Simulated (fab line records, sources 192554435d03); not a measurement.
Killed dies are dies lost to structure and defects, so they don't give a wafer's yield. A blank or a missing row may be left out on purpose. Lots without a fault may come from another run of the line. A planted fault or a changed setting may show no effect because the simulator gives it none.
fab line records | flow n5_finfet | part 1 of 2: steps 1 to 3 of 6
record lots=22 wafers=66 last_day=18
route steps=1938 shown DUMMY_GATE@251 SD_EPI_N@273 SD_EPI_P@303
lots that met no fault: from a run of the same line without faults
start_h: hours from the record's first day to the start of the lot's first wafer shown | wait_h: hours since the lot's step before | " the same as in the row above | L1.1+2: a row that stands for several wafers | - no value, or no start given | * or withheld: withheld | < > ~ a bound
route shown NAME@n: a module of which the file shows steps, and the number in the route of the first | usual: mean/standard deviation of fault-free wafers | same: alike in all rows | chamber/n: place in a boat | sites: the reading at each site | _std_site: their standard deviation | _edge_site: outer sites' mean less inner sites' | radius_mm: how far each site lies from the wafer's centre | mask NAME#n: copy n | behind: the tool/chamber that last shaped the wafer | hold: why the lot was held/for how many hours/how that ended | device: the transistor (n, p or np) that didn't switch | end of line: the same wafers' tests at the end of the route | a step without rows: its recipe alone | killed: dies lost to structure and defects at the first sort, not the wafer's yield | map: a wafer's dies, x killed, . not, _ none there
set.NAME: the setting as run; set.NAME@STEP: as run at that earlier step | model.NAME: the simulator's own value behind a step, which no gauge read
steps of the route over a sample of lots; a table a step, a row a wafer
services: from which hour (start_h, from the record's first day; less than 0 if before it) a tool's chamber was out of use, for how many hours, and why
## steps
# step N5_DUMMY_GATE_STRIP_48
# recipe chemistry=N2/H2 time_s=20 power_w=100 temp_c=40 pressure_mtorr=100 rf_frequency_hz=6e+07 bias_power_w=3 n2_flow_sccm=300 h2_flow_sccm=300
# usual drypump_motor_current_A=5.7/0.53 oes_product_au=0.80/0.076 rf_vpp_V=45.3/0.83 showerhead_plenum_p_Torr=3.37/0.11 temp_c=39.99/0.12 throttle_valve_pct=12.19/0.2
# columns lot.wafer tool chamber start_h wait_h drypump_motor_current_A oes_product_au rf_hours_counter_h rf_vpp_V showerhead_plenum_p_Torr temp_c throttle_valve_pct
L074.2 rie_diel-05 3 48.44 0.0 5.4 0.73 188 44.5 3.35 39.92 12.17
L074.3 " 1 " " 5.4 0.95 18 45.5 3.59 39.96 11.82
L074.4 " 0 " " 6.3 0.96 7 44.9 3.32 39.93 12.26
L075.1 rie_diel-04 0 56.03 0.0 6.2 0.77 139 45.5 3.38 40.11 12.08
L075.2 " 1 " " 5.4 0.93 11 46.0 3.31 40.16 12.32
L075.5 " 1 " " 5.4 0.92 - 45.1 3.31 39.96 12.31
L076.2 rie_diel-04 0 64.40 0.0 6.3 0.77 142 45.9 3.38 39.99 12.08
L076.4 " 2 " " 4.8 0.75 145 44.3 3.52 40.13 12.01
L076.5 " 1 " " 5.4 0.91 - 43.8 3.31 39.84 12.32
L077.3 rie_diel-04 3 66.34 0.0 6.0 0.76 133 44.7 3.25 40.14 12.16
L077.5 " 3 " " 6.0 0.76 - 44.5 3.25 40.18 12.15
L077.6 " 0 " " 6.3 0.77 - 45.1 3.38 39.91 12.08
L078.1 rie_diel-04 0 72.36 0.0 6.3 0.77 144 46.6 3.38 40.21 12.09
L078.4 " 3 " " 6.0 0.76 135 44.1 3.25 40.12 12.16
L078.5 " 3 " " 6.0 0.77 - 44.2 3.25 40.16 12.15
L079.1 rie_diel-04 0 76.63 0.0 6.3 0.78 146 44.5 3.38 40.19 12.08
L079.3 " 2 " " 4.8 0.76 149 45.2 3.52 40.17 12.04
L079.5 " 2 " " 4.8 0.76 - 46.5 3.52 40.04 12.03
L080.2 rie_diel-04 1 88.60 0.0 5.4 0.90 22 44.5 3.31 39.89 12.33
L080.5 " 2 " " 4.8 0.76 - 46.1 3.51 40.00 12.04
L080.6 " 3 " " 6.0 0.76 - 46.4 3.25 40.09 12.16
L082.1 rie_diel-04 0 96.85 0.0 6.3 0.76 151 45.6 3.38 40.00 12.09
L082.3 " 3 " " 6.0 0.76 142 44.7 3.25 40.08 12.18
L082.5 " 3 " " 6.0 0.75 - 45.5 3.25 39.98 12.16
L084.1 rie_diel-03 2 109.27 0.0 6.2 0.87 47 44.1 3.43 40.04 11.86
L084.3 " 0 " " 5.4 0.78 126 45.1 3.39 40.03 12.27
L084.6 " 2 " " 6.2 0.87 - 45.5 3.43 40.09 11.87
L085.2 rie_diel-05 1 117.17 0.0 5.3 0.90 34 45.3 3.58 40.06 11.87
L085.5 " 0 " " 6.4 0.90 - 44.3 3.31 40.09 12.31
L085.6 " 1 " " 5.3 0.90 - 45.9 3.58 39.92 11.85
L086.3 rie_diel-03 0 121.28 0.0 5.4 0.78 131 45.9 3.39 39.86 12.26
L086.4 " 2 " " 6.2 0.87 - 44.7 3.43 40.00 11.87
L086.5 " 0 " " 5.4 0.77 - 44.5 3.39 39.98 12.27
L087.1 rie_diel-04 3 125.09 0.0 6.0 0.75 150 44.1 3.24 39.99 12.20
L087.4 " 1 " " 5.4 0.88 33 44.9 3.30 40.00 12.37
L087.5 " 1 " " 5.4 0.88 - 43.7 3.30 40.16 12.37
L088.2 rie_diel-04 1 130.50 0.0 5.4 0.89 35 46.0 3.30 40.12 12.37
L088.3 " 3 " " 6.0 0.75 152 46.2 3.24 39.68 12.19
L088.5 " 1 " " 5.4 0.88 - 44.9 3.30 40.11 12.37
L089.1 rie_diel-05 2 139.61 0.0 5.4 0.88 56 46.9 3.57 39.96 12.14
L089.2 " 0 " " 6.3 0.89 36 47.1 3.31 39.96 12.32
L089.4 " 3 " " 5.4 0.71 218 45.2 3.34 39.92 12.23
L090.1 rie_diel-04 2 143.98 0.0 4.8 0.74 170 45.9 3.50 40.12 12.09
L090.2 " 1 " " 5.4 0.87 39 45.6 3.30 40.03 12.39
L090.3 " 3 " " 6.0 0.75 156 44.5 3.24 39.99 12.21
L091.3 rie_diel-03 3 149.27 0.0 6.1 0.98 5 44.3 3.60 39.82 12.18
L091.4 " 1 " " 6.0 0.74 178 46.3 3.22 39.98 12.25
L091.6 " 2 " " 6.2 0.86 - 44.4 3.42 40.14 11.90
L092.4 rie_diel-04 2 158.06 0.0 4.8 0.73 174 46.4 3.50 40.11 12.11
L092.5 " 1 " " 5.4 0.86 - 47.4 3.29 39.97 12.41
L092.6 " 2 " " 4.7 0.73 - 45.3 3.50 40.15 12.09
L093.1 rie_diel-04 0 161.91 0.0 6.3 0.74 170 46.2 3.37 40.14 12.15
L093.4 " 1 " " 5.4 0.87 - 43.8 3.29 39.87 12.39
L093.6 " 2 " " 4.8 0.72 - 45.1 3.50 40.03 12.10
L094.1 rie_diel-03 3 168.84 0.0 6.1 0.94 12 46.5 3.60 39.79 12.19
L094.2 " 0 " " 5.4 0.76 148 45.0 3.38 39.81 12.32
L094.3 " 1 " " 6.0 0.73 186 44.3 3.21 40.03 12.27
L095.1 rie_diel-05 3 173.56 0.0 5.3 0.70 227 44.8 3.33 39.91 12.25
L095.2 " 2 " " 5.4 0.86 66 46.9 3.56 39.93 12.15
L095.3 " 1 " " 5.4 0.87 53 44.7 3.57 39.96 11.88
L096.1 rie_diel-04 0 178.45 0.0 6.3 0.74 174 44.9 3.37 39.90 12.16
L096.3 " 3 " " 6.0 0.74 160 44.6 3.24 40.15 12.22
L096.4 " 2 " " 4.8 0.73 181 45.8 3.50 39.90 12.11
L097.1 rie_diel-04 1 184.93 0.0 5.4 0.86 51 45.3 3.29 40.05 12.41
L097.3 " 0 " " 6.3 0.74 176 45.5 3.37 39.85 12.16
L097.6 " 3 " " 6.0 0.73 - 44.9 3.23 39.79 12.23
# step N5_SD_EPI_N_DESCUM_14
# recipe chemistry=O2 time_s=7.9 source_power_w=50 bias_power_w=20 pressure_mtorr=20 rf_frequency_hz=2.712e+07 temp_c=40 resist=CAR-ArF-block o2_flow_sccm=225
# usual drypump_motor_current_A=5.7/0.47 oes_product_au=0.78/0.073 rf_vpp_V=243.6/1.6 showerhead_plenum_p_Torr=2.11/0.086 temp_c=39.99/0.12 throttle_valve_pct=20.44/0.22
# columns lot.wafer tool chamber start_h wait_h drypump_motor_current_A oes_product_au rf_hours_counter_h rf_vpp_V showerhead_plenum_p_Torr temp_c throttle_valve_pct
L074.2 rie_diel-06 2 50.06 0.0 5.4 0.77 130 245.0 2.19 40.09 20.75
L074.3 " 0 " " 5.7 0.69 240 241.2 2.06 39.98 20.56
L074.4 " 1 " " 5.0 0.69 230 243.9 2.05 39.93 20.48
L075.1 rie_diel-01 1 58.04 0.8 5.6 0.96 7 245.3 2.22 39.99 20.07
L075.2 " 3 " " 6.2 0.81 87 245.5 2.21 40.03 20.34
L075.5 " 1 " " 5.6 0.96 - 246.2 2.22 39.91 20.06
L076.2 rie_diel-01 2 65.95 0.0 5.0 0.73 195 243.0 2.16 39.98 20.73
L076.4 " 3 " " 6.2 0.81 - 244.7 2.20 40.07 20.37
L076.5 " 0 " " 5.6 0.77 - 241.4 2.01 39.90 20.53
L077.3 rie_diel-01 0 67.92 0.2 5.6 0.77 135 241.5 2.01 39.97 20.51
L077.5 " 0 " " 5.6 0.77 - 242.7 2.01 39.76 20.52
L077.6 " 3 " " 6.2 0.80 - 244.2 2.20 40.02 20.36
L078.1 rie_diel-02 2 73.71 0.1 6.1 0.82 70 244.6 2.22 39.85 20.26
L078.4 " 0 " " 5.5 0.69 220 242.0 1.98 40.16 20.36
L078.5 " 0 " " 5.5 0.69 - 241.3 1.98 39.91 20.35
L079.1 rie_diel-02 3 78.28 0.0 5.9 0.78 99 241.5 2.02 40.19 20.19
L079.3 " 0 " " 5.5 0.69 221 241.3 1.98 39.92 20.34
L079.5 " 0 " " 5.5 0.69 - 242.1 1.98 39.95 20.34
L080.2 rie_diel-02 3 89.76 0.0 5.9 0.78 103 243.6 2.02 40.05 20.19
L080.5 " 0 " " 5.5 0.69 - 241.4 1.98 39.86 20.36
L080.6 " 3 " " 5.9 0.78 - 242.2 2.02 40.09 20.19
L082.1 rie_diel-01 2 100.58 0.0 5.0 0.72 208 244.6 2.16 39.85 20.72
L082.3 " 0 " " 5.6 0.76 146 242.4 2.00 40.02 20.54
L082.5 " 0 " " 5.6 0.76 - 243.2 2.00 39.95 20.51
L084.1 rie_diel-06 2 110.68 0.0 5.4 0.75 152 244.2 2.18 39.81 20.76
L084.3 " 1 " " 5.0 0.67 254 242.0 2.04 39.94 20.50
L084.6 " 2 " " 5.4 0.76 - 244.4 2.18 40.05 20.78
L085.2 rie_diel-01 1 118.43 0.1 5.6 0.90 29 245.5 2.21 39.82 20.10
L085.5 " 3 " " 6.2 0.78 - 244.5 2.20 39.99 20.39
L085.6 " 2 " " 5.0 0.72 - 245.7 2.16 40.21 20.75
L086.3 rie_diel-01 0 122.43 0.0 5.6 0.76 154 242.5 2.00 39.91 20.56
L086.4 " 1 " " 5.6 0.89 30 246.7 2.21 39.83 20.11
L086.5 " 3 " " 6.2 0.78 - 244.5 2.20 40.11 20.39
L087.1 rie_diel-01 0 126.87 0.2 5.6 0.76 156 242.2 2.00 39.89 20.55
L087.4 " 2 " " 5.0 0.71 218 244.3 2.16 39.85 20.76
L087.5 " 0 " " 5.6 0.75 - 241.1 2.00 39.74 20.55
L088.2 rie_diel-02 3 131.66 0.0 5.9 0.77 119 242.6 2.02 40.06 20.23
L088.3 " 1 " " 6.5 0.72 204 245.5 2.16 40.20 20.49
L088.5 " 3 " " 5.9 0.77 - 243.3 2.02 40.07 20.23
L089.1 rie_diel-01 0 141.54 0.7 5.6 0.75 162 241.5 2.00 39.88 20.56
L089.2 " 2 " " 5.0 0.70 224 243.2 2.15 39.83 20.77
L089.4 " 2 " " 5.0 0.71 - 245.7 2.15 40.04 20.77
L090.1 rie_diel-06 1 145.26 0.0 5.0 0.94 7 243.7 2.04 40.09 20.13
L090.2 " 2 " " 5.4 0.74 165 244.9 2.17 40.14 20.81
L090.3 " 0 " " 5.7 0.94 12 243.7 2.05 39.92 20.22
L091.3 rie_diel-01 0 150.58 0.2 5.6 0.74 167 242.4 2.00 40.14 20.56
L091.4 " 1 " " 5.6 0.86 42 245.8 2.21 40.18 20.12
L091.6 " 3 " " 6.2 0.78 - 245.2 2.19 39.95 20.40
L092.4 rie_diel-02 3 159.25 0.1 5.9 0.75 130 241.2 2.01 40.12 20.21
L092.5 " 2 " " 6.1 0.79 - 244.6 2.21 39.88 20.31
L092.6 " 3 " " 5.8 0.75 - 240.6 2.01 40.03 20.24
L093.1 rie_diel-01 3 163.14 0.0 6.2 0.78 122 244.5 2.19 40.06 20.39
L093.4 " 1 " " 5.6 0.87 46 245.4 2.21 40.08 20.14
L093.6 " 3 " " 6.2 0.78 - 246.8 2.19 40.11 20.42
L094.1 rie_diel-06 1 170.00 0.0 5.0 0.92 14 242.7 2.04 40.10 20.15
L094.2 " 0 " " 5.7 0.92 20 242.2 2.05 40.00 20.20
L094.3 " 3 " " 6.4 0.77 130 242.8 2.09 39.98 20.65
L095.1 rie_diel-06 2 174.84 0.0 5.4 0.74 173 244.0 2.17 39.71 20.81
L095.2 " 3 " " 6.4 0.77 131 243.5 2.09 40.06 20.65
L095.3 " 1 " " 5.0 0.92 15 240.2 2.04 39.87 20.14
L096.1 rie_diel-06 1 179.81 0.1 5.0 0.91 17 242.0 2.04 39.99 20.14
L096.3 " 2 " " 5.4 0.73 175 243.6 2.17 40.04 20.81
L096.4 " 3 " " 6.4 0.76 133 242.6 2.09 39.80 20.65
L097.1 rie_diel-02 1 186.53 0.1 6.5 0.70 226 244.1 2.15 39.88 20.52
L097.3 " 2 " " 6.1 0.78 114 244.9 2.20 40.10 20.34
L097.6 " 1 " " 6.5 0.70 - 243.5 2.15 39.88 20.50
# step N5_SD_EPI_N_ETCH_34
# recipe chemistry=CF4 target=SiARC target_depth_a=455 mask_material=CAR-ArF-block time_s=75.8 ion_energy_ev=80 pressure_mtorr=40 source_w=545 bias_w=36 Ar_flow_sccm=100 cf4_flow_sccm=100 ends=cleared
# usual drypump_motor_current_A=5.7/0.47 etch_rf_on_time_s=75.5/0.88 oes_product_au=0.67/0.061 rf_vpp_V=184.3/1.4 showerhead_plenum_p_Torr=2.16/0.08 throttle_valve_pct=15.64/0.22
# columns lot.wafer tool chamber start_h wait_h drypump_motor_current_A etch_rf_on_time_s oes_product_au rf_hours_counter_h rf_vpp_V showerhead_plenum_p_Torr throttle_valve_pct
L074.2 rie_diel-06 2 50.09 0.0 5.4 74.6 0.67 130 185.7 2.23 15.89
L074.3 " 0 " " 5.7 75.9 0.59 240 183.6 2.11 15.78
L074.4 " 1 " " 5.0 76.4 0.59 230 182.8 2.11 15.78
L075.1 rie_diel-01 1 58.07 0.0 5.6 75.0 0.81 7 186.2 2.28 15.28
L075.2 " 3 " " 6.2 75.3 0.70 87 185.6 2.25 15.52
L075.5 " 1 " " 5.6 75.0 0.81 - 185.2 2.28 15.29
L076.2 rie_diel-01 2 65.98 0.0 5.0 75.5 0.63 195 183.6 2.21 15.91
L076.4 " 3 " " 6.2 74.8 0.69 - 186.0 2.25 15.53
L076.5 " 0 " " 5.6 75.7 0.66 - 183.3 2.07 15.76
L077.3 rie_diel-01 0 67.96 0.0 5.6 76.5 0.66 135 182.3 2.07 15.75
L077.5 " 0 " " 5.6 75.5 0.66 - 183.8 2.07 15.76
L077.6 " 3 " " 6.2 75.6 0.69 - 185.6 2.25 15.53
L078.1 rie_diel-02 2 73.75 0.0 6.1 74.1 0.71 70 185.5 2.26 15.38
L078.4 " 0 " " 5.5 77.0 0.59 220 182.6 2.03 15.61
L078.5 " 0 " " 5.5 76.5 0.60 - 182.8 2.03 15.60
L079.1 rie_diel-02 3 78.31 0.0 5.9 75.7 0.67 99 182.3 2.08 15.40
L079.3 " 0 " " 5.5 76.0 0.60 222 181.1 2.03 15.62
L079.5 " 0 " " 5.5 76.5 0.59 - 182.3 2.03 15.61
L080.2 rie_diel-02 3 89.79 0.0 5.9 74.7 0.67 103 184.0 2.08 15.40
L080.5 " 0 " " 5.5 75.2 0.60 - 181.4 2.03 15.60
L080.6 " 3 " " 5.9 75.1 0.67 - 183.1 2.08 15.39
L082.1 rie_diel-01 2 100.61 0.0 5.0 76.2 0.61 208 184.6 2.21 15.94
L082.3 " 0 " " 5.6 76.6 0.65 146 183.5 2.07 15.79
L082.5 " 0 " " 5.7 76.9 0.64 - 182.2 2.06 15.79
L084.1 rie_diel-06 2 110.72 0.0 5.4 73.9 0.66 152 185.1 2.22 15.93
L084.3 " 1 " " 5.0 76.6 0.57 254 182.4 2.11 15.84
L084.6 " 2 " " 5.4 73.9 0.66 - 186.1 2.22 15.92
L085.2 rie_diel-01 1 118.46 0.0 5.6 75.1 0.76 29 187.0 2.27 15.34
L085.5 " 3 " " 6.2 75.9 0.67 - 184.4 2.24 15.56
L085.6 " 2 " " 5.0 75.1 0.61 - 184.0 2.20 15.96
L086.3 rie_diel-01 0 122.47 0.0 5.6 75.9 0.65 154 182.9 2.06 15.81
L086.4 " 1 " " 5.6 74.5 0.77 30 185.8 2.27 15.34
L086.5 " 3 " " 6.2 75.0 0.67 - 184.5 2.24 15.57
L087.1 rie_diel-01 0 126.90 0.0 5.6 77.7 0.64 156 181.9 2.06 15.81
L087.4 " 2 " " 5.1 77.1 0.60 218 184.9 2.20 15.97
L087.5 " 0 " " 5.6 77.5 0.64 - 183.6 2.06 15.80
L088.2 rie_diel-02 3 131.69 0.0 5.9 76.6 0.65 119 182.2 2.07 15.43
L088.3 " 1 " " 6.5 74.1 0.62 204 184.8 2.20 15.66
L088.5 " 3 " " 5.9 75.9 0.66 - 183.0 2.07 15.43
L089.1 rie_diel-01 0 141.57 0.0 5.6 77.3 0.64 162 183.6 2.06 15.81
L089.2 " 2 " " 5.0 76.5 0.60 224 183.2 2.20 15.98
L089.4 " 2 " " 5.0 76.3 0.60 - 184.8 2.20 15.99
L090.1 rie_diel-06 1 145.29 0.0 5.0 75.8 0.80 7 181.7 2.10 15.35
L090.2 " 2 " " 5.4 74.5 0.64 166 186.0 2.22 15.96
L090.3 " 0 " " 5.7 74.2 0.81 12 184.7 2.10 15.33
L091.3 rie_diel-01 0 150.62 0.0 5.6 76.8 0.64 167 183.4 2.06 15.82
L091.4 " 1 " " 5.6 75.7 0.75 42 185.9 2.27 15.37
L091.6 " 3 " " 6.2 75.8 0.66 - 186.5 2.24 15.58
L092.4 rie_diel-02 3 159.29 0.0 5.9 75.6 0.65 130 181.8 2.07 15.47
L092.5 " 2 " " 6.1 74.4 0.68 - 186.7 2.25 15.45
L092.6 " 3 " " 5.9 75.4 0.64 - 184.0 2.07 15.45
L093.1 rie_diel-01 3 163.17 0.0 6.2 75.8 0.66 122 185.2 2.24 15.60
L093.4 " 1 " " 5.6 75.4 0.74 46 185.6 2.26 15.37
L093.6 " 3 " " 6.2 75.5 0.67 - 185.7 2.24 15.61
L094.1 rie_diel-06 1 170.04 0.0 5.0 75.4 0.79 14 182.9 2.10 15.36
L094.2 " 0 " " 5.7 74.7 0.78 20 181.4 2.10 15.34
L094.3 " 3 " " 6.4 75.7 0.65 130 182.9 2.15 15.85
L095.1 rie_diel-06 2 174.87 0.0 5.5 74.9 0.63 173 183.7 2.22 15.97
L095.2 " 3 " " 6.4 76.1 0.65 131 184.5 2.15 15.87
L095.3 " 1 " " 5.0 76.4 0.78 15 183.9 2.10 15.35
L096.1 rie_diel-06 1 179.84 0.0 5.0 75.8 0.77 17 183.8 2.10 15.37
L096.3 " 2 " " 5.4 73.9 0.64 175 185.2 2.21 15.97
L096.4 " 3 " " 6.4 74.9 0.65 133 184.8 2.15 15.86
L097.1 rie_diel-02 1 186.56 0.0 6.5 75.3 0.60 226 185.4 2.19 15.73
L097.3 " 2 " " 6.1 75.1 0.66 114 185.4 2.24 15.48
L097.6 " 1 " " 6.5 74.4 0.60 - 184.8 2.19 15.72
